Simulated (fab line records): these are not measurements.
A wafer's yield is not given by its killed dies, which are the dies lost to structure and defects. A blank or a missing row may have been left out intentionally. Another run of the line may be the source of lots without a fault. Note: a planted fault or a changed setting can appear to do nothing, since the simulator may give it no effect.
Comparing a struck lot with a sound one :: flow n5 finfet :: 14 steps out of a route of 1938
Sound: the wafers L355.1, L355.3, L355.6. Wafers struck: L364.1, L364.4, L364.6. The cause comes at the end.
Order at every step that has rows: each side's tool, ch and its chambers, its first start. Under that, the readings that differ: sound wafers :: struck wafers :: difference of the means :: sigmas: that difference in standard deviations of wafers without a fault.
alike: words and numbers the same on both sides, and readings whose means are apart by under 2 such deviations; not compared: readings that were withheld, readings missing a value for some wafer, numbers with overlapping values and no deviation given by the record, and bounds like >300 which may hide the same value.
The two part at a step that has a row with sigmas, a row that says differs or no value, or rows on one side only. Numbers that have no deviation but don't overlap get no sigmas and don't part them. A reading that every wafer of one side lacks parts them only if that side has two wafers or more.

first, 1 step without rows for these wafers: N5_BEOL_M3_STRIP_75 (strips in N2/H2).
N5_BEOL_M3_STRIP_66: strips in CF4.
  sound on rie diel-02 ch 0,1, day 10 02:32; struck on rie diel-05 ch 0,1,2, day 12 07:20
  alike: drypump motor current A, oes product au, rf vpp V, showerhead plenum p Torr, throttle valve pct
  not compared: rf hours counter h
N5_BEOL_M3_HM_OPEN_17: chemistry Cl2/BCl3, target TiN, target depth 20 nm, overetch 6 nm.
  sound on rie metal-01 ch 0,1, day 10 02:35; struck on rie metal-01 ch 0,1, day 12 07:22
reading: oes product au (a.u.)
sound: 0.60 0.53 0.53
struck: 0.58 0.81 0.81
difference: +0.18
sigmas: +2
  alike: drypump motor current A, throttle valve pct
  not compared: rf hours counter h
N5_BEOL_M3_STRIP_19: strips in O2.
  sound on rie diel-05 ch 0,2, day 10 02:46; struck on rie diel-02 ch 1,2, day 12 07:29
  alike: drypump motor current A, oes product au, rf vpp V, showerhead plenum p Torr, throttle valve pct
  not compared: rf hours counter h
N5_BEOL_M3_CD_MEAS_18: pitch 36 nm, target cd 18 nm.
  sound on cd sem-03, day 10 02:50; struck on cd sem-02, day 12 07:33
  alike: cd nm
then, 7 steps without rows for these wafers: N5_BEOL_M3_COAT_67 (time 60 s, resist thk 60 nm); N5_BEOL_M3_COAT_68 (time 60 s, resist thk 12 nm); N5_BEOL_M3_COAT_76 (time 60 s, resist thk 5 nm); N5_BEOL_M3_COAT_22 (resist thk 30 nm); N5_BEOL_M3_EBR_24; N5_BEOL_M3_SOFTBAKE_23 (time 60 s); N5_BEOL_M3_EXPOSE_25 (exposes mask V2, defocus 5 nm).
N5_BEOL_M3_PEB_26: peb time 60 s.
  struck on litho track-05, day 12 07:56; sound on litho track-05 ch 0, day 10 03:13
  no value came back on the struck wafers for chill plate temp C (C), exhaust pa (Pa), resist line temp C (C); on the sound wafers chill plate temp C (C) reads 23.05 22.94 23.04
then, 1 step without rows for these wafers: N5_BEOL_M3_DEVELOP_27 (develop time 30 s).

WHERE THEY PART
First at N5_BEOL_M3_HM_OPEN_17; last, within this record, at N5_BEOL_M3_PEB_26.

WHY: whatever the simulator had introduced
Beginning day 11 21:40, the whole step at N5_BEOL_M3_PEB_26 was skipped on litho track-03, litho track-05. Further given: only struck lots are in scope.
